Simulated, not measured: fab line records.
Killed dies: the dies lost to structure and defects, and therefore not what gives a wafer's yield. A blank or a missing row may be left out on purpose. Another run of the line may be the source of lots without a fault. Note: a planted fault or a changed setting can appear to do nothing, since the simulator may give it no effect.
Split-lot study / flow n5_finfet / 39 wafers read across 7 lots, on a route 1938 steps long

## ON THE SPLIT
At N5_ZERO_LAYER_PECVD_02 (deposits SiO2 from SiH4/N2O, target thk 10 nm, time 6 s), the setting time_s was moved away from the recipe's 6 s on 18 of the 39 wafers read, by -55.0% to +53.9%. All remaining wafers had this setting at the recipe value.

The reading comes from the split's own step.

## THE READING
SiO2_of_ZERO_LAYER_PECVD_02.thk_nm (the simulator's own value, which no gauge read), in nm, at N5_ZERO_LAYER_PECVD_02 (deposits SiO2 from SiH4/N2O, target thk 10 nm, time 6 s). There is no usual value for it anywhere in the file. Average 10.045 nm, standard deviation 0.15 nm, over the 21 wafers here run with the recipe.

wafer=L079.1; tool, chamber at the split=pecvd-02, 1; time_s as run, s=9.233; against the recipe=+53.9%; SiO2_of_ZERO_LAYER_PECVD_02.thk_nm, nm=15.6; against lot-mates on the recipe=+5.407
wafer=L079.2; tool, chamber at the split=pecvd-02, 1; time_s as run, s=9.233; against the recipe=+53.9%; SiO2_of_ZERO_LAYER_PECVD_02.thk_nm, nm=15.63; against lot-mates on the recipe=+5.437
wafer=L079.3; tool, chamber at the split=pecvd-02, 1; time_s as run, s=6; against the recipe=recipe; SiO2_of_ZERO_LAYER_PECVD_02.thk_nm, nm=10.29; against lot-mates on the recipe=-
wafer=L079.4; tool, chamber at the split=pecvd-02, 1; time_s as run, s=6; against the recipe=recipe; SiO2_of_ZERO_LAYER_PECVD_02.thk_nm, nm=10.13; against lot-mates on the recipe=-
wafer=L079.5; tool, chamber at the split=pecvd-02, 1; time_s as run, s=6; against the recipe=recipe; SiO2_of_ZERO_LAYER_PECVD_02.thk_nm, nm=10.16; against lot-mates on the recipe=-
wafer=L079.6; tool, chamber at the split=pecvd-02, 1; time_s as run, s=9.233; against the recipe=+53.9%; SiO2_of_ZERO_LAYER_PECVD_02.thk_nm, nm=15.66; against lot-mates on the recipe=+5.467
wafer=L080.1; tool, chamber at the split=pecvd-02, 0; time_s as run, s=6; against the recipe=recipe; SiO2_of_ZERO_LAYER_PECVD_02.thk_nm, nm=9.902; against lot-mates on the recipe=-
wafer=L080.2; tool, chamber at the split=pecvd-02, 1; time_s as run, s=8.254; against the recipe=+37.6%; SiO2_of_ZERO_LAYER_PECVD_02.thk_nm, nm=13.57; against lot-mates on the recipe=+3.563
wafer=L080.3; tool, chamber at the split=pecvd-02, 0; time_s as run, s=6; against the recipe=recipe; SiO2_of_ZERO_LAYER_PECVD_02.thk_nm, nm=9.998; against lot-mates on the recipe=-
wafer=L080.4; tool, chamber at the split=pecvd-02, 1; time_s as run, s=8.254; against the recipe=+37.6%; SiO2_of_ZERO_LAYER_PECVD_02.thk_nm, nm=13.87; against lot-mates on the recipe=+3.863
wafer=L080.5; tool, chamber at the split=pecvd-02, 1; time_s as run, s=8.254; against the recipe=+37.6%; SiO2_of_ZERO_LAYER_PECVD_02.thk_nm, nm=13.82; against lot-mates on the recipe=+3.813
wafer=L080.6; tool, chamber at the split=pecvd-02, 0; time_s as run, s=6; against the recipe=recipe; SiO2_of_ZERO_LAYER_PECVD_02.thk_nm, nm=10.12; against lot-mates on the recipe=-
wafer=L081.1; tool, chamber at the split=pecvd-02, 2; time_s as run, s=4.153; against the recipe=-30.8%; SiO2_of_ZERO_LAYER_PECVD_02.thk_nm, nm=6.943; against lot-mates on the recipe=-3.012
wafer=L081.2; tool, chamber at the split=pecvd-02, 1; time_s as run, s=4.153; against the recipe=-30.8%; SiO2_of_ZERO_LAYER_PECVD_02.thk_nm, nm=7; against lot-mates on the recipe=-2.955
wafer=L081.3; tool, chamber at the split=pecvd-02, 0; time_s as run, s=6; against the recipe=recipe; SiO2_of_ZERO_LAYER_PECVD_02.thk_nm, nm=9.855; against lot-mates on the recipe=-
wafer=L081.4; tool, chamber at the split=pecvd-02, 1; time_s as run, s=6; against the recipe=recipe; SiO2_of_ZERO_LAYER_PECVD_02.thk_nm, nm=9.95; against lot-mates on the recipe=-
wafer=L081.5; tool, chamber at the split=pecvd-02, 0; time_s as run, s=6; against the recipe=recipe; SiO2_of_ZERO_LAYER_PECVD_02.thk_nm, nm=10.06; against lot-mates on the recipe=-
wafer=L081.6; tool, chamber at the split=pecvd-02, 2; time_s as run, s=4.153; against the recipe=-30.8%; SiO2_of_ZERO_LAYER_PECVD_02.thk_nm, nm=6.934; against lot-mates on the recipe=-3.021
wafer=L083.1; tool, chamber at the split=pecvd-01, 0; time_s as run, s=7.215; against the recipe=+20.2%; SiO2_of_ZERO_LAYER_PECVD_02.thk_nm, nm=12.12; against lot-mates on the recipe=+2.017
wafer=L083.2; tool, chamber at the split=pecvd-01, 1; time_s as run, s=6; against the recipe=recipe; SiO2_of_ZERO_LAYER_PECVD_02.thk_nm, nm=10.01; against lot-mates on the recipe=-
wafer=L083.3; tool, chamber at the split=pecvd-01, 2; time_s as run, s=7.215; against the recipe=+20.2%; SiO2_of_ZERO_LAYER_PECVD_02.thk_nm, nm=12; against lot-mates on the recipe=+1.897
wafer=L083.4; tool, chamber at the split=pecvd-01, 1; time_s as run, s=7.215; against the recipe=+20.2%; SiO2_of_ZERO_LAYER_PECVD_02.thk_nm, nm=12.23; against lot-mates on the recipe=+2.127
wafer=L083.5; tool, chamber at the split=pecvd-01, 2; time_s as run, s=6; against the recipe=recipe; SiO2_of_ZERO_LAYER_PECVD_02.thk_nm, nm=10.23; against lot-mates on the recipe=-
wafer=L083.6; tool, chamber at the split=pecvd-01, 0; time_s as run, s=6; against the recipe=recipe; SiO2_of_ZERO_LAYER_PECVD_02.thk_nm, nm=10.07; against lot-mates on the recipe=-
wafer=L093.1; tool, chamber at the split=pecvd-02, 0; time_s as run, s=6; against the recipe=recipe; SiO2_of_ZERO_LAYER_PECVD_02.thk_nm, nm=9.849; against lot-mates on the recipe=-
wafer=L093.2; tool, chamber at the split=pecvd-02, 2; time_s as run, s=6; against the recipe=recipe; SiO2_of_ZERO_LAYER_PECVD_02.thk_nm, nm=9.965; against lot-mates on the recipe=-
wafer=L093.3; tool, chamber at the split=pecvd-02, 1; time_s as run, s=7.607; against the recipe=+26.8%; SiO2_of_ZERO_LAYER_PECVD_02.thk_nm, nm=12.8; against lot-mates on the recipe=+2.779
wafer=L093.4; tool, chamber at the split=pecvd-02, 1; time_s as run, s=6; against the recipe=recipe; SiO2_of_ZERO_LAYER_PECVD_02.thk_nm, nm=10.25; against lot-mates on the recipe=-
wafer=L093.5; tool, chamber at the split=pecvd-02, 2; time_s as run, s=7.607; against the recipe=+26.8%; SiO2_of_ZERO_LAYER_PECVD_02.thk_nm, nm=13; against lot-mates on the recipe=+2.979
wafer=L093.6; tool, chamber at the split=pecvd-02, 0; time_s as run, s=7.607; against the recipe=+26.8%; SiO2_of_ZERO_LAYER_PECVD_02.thk_nm, nm=12.75; against lot-mates on the recipe=+2.729
wafer=L094.1; tool, chamber at the split=pecvd-02, 2; time_s as run, s=6; against the recipe=recipe; SiO2_of_ZERO_LAYER_PECVD_02.thk_nm, nm=10.02; against lot-mates on the recipe=-
wafer=L094.2; tool, chamber at the split=pecvd-02, 0; time_s as run, s=2.702; against the recipe=-55.0%; SiO2_of_ZERO_LAYER_PECVD_02.thk_nm, nm=4.362; against lot-mates on the recipe=-5.818
wafer=L094.3; tool, chamber at the split=pecvd-02, 1; time_s as run, s=6; against the recipe=recipe; SiO2_of_ZERO_LAYER_PECVD_02.thk_nm, nm=10.22; against lot-mates on the recipe=-
wafer=L094.4; tool, chamber at the split=pecvd-02, 1; time_s as run, s=6; against the recipe=recipe; SiO2_of_ZERO_LAYER_PECVD_02.thk_nm, nm=10.3; against lot-mates on the recipe=-
wafer=L094.5; tool, chamber at the split=pecvd-02, 0; time_s as run, s=2.702; against the recipe=-55.0%; SiO2_of_ZERO_LAYER_PECVD_02.thk_nm, nm=4.725; against lot-mates on the recipe=-5.455
wafer=L094.6; tool, chamber at the split=pecvd-02, 2; time_s as run, s=2.702; against the recipe=-55.0%; SiO2_of_ZERO_LAYER_PECVD_02.thk_nm, nm=4.744; against lot-mates on the recipe=-5.436
wafer=L096.1; tool, chamber at the split=pecvd-01, 0; time_s as run, s=6; against the recipe=recipe; SiO2_of_ZERO_LAYER_PECVD_02.thk_nm, nm=9.773; against lot-mates on the recipe=-
wafer=L096.3; tool, chamber at the split=pecvd-01, 2; time_s as run, s=6; against the recipe=recipe; SiO2_of_ZERO_LAYER_PECVD_02.thk_nm, nm=9.848; against lot-mates on the recipe=-
wafer=L096.4; tool, chamber at the split=pecvd-01, 2; time_s as run, s=6; against the recipe=recipe; SiO2_of_ZERO_LAYER_PECVD_02.thk_nm, nm=9.948; against lot-mates on the recipe=-

FIT RESULTS
A straight line over all 39 wafers: SiO2_of_ZERO_LAYER_PECVD_02.thk_nm changes by +0.101 nm for each +1% of time_s; r = +1.00; the points scatter about the line by 0.15 nm.
The same after taking each lot's own level away (the mean of its wafers on the recipe; 39 wafers): +0.101 nm for each +1%; r = +1.00; scatter 0.12 nm.
The reading moves by 5.5 nm for the largest change in time_s, on that fit.
Measured against the standard deviation above, the lots' own levels, which go from 9.8563 to 10.1933 nm, span 2.2 times it.
Hence the lot-to-lot level has little effect on the slope; both slopes agree.
Check: -5.47 nm against its lot-mates is what the line predicts for one of the wafers moved furthest among these (-55.0%) when that wafer is left out of the fit. It came out at -5.82 nm against them.

## THE FILE'S OWN FIT
SiO2_of_ZERO_LAYER_PECVD_02.thk_nm changes by +0.101 nm for each +1% of time_s, r = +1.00.
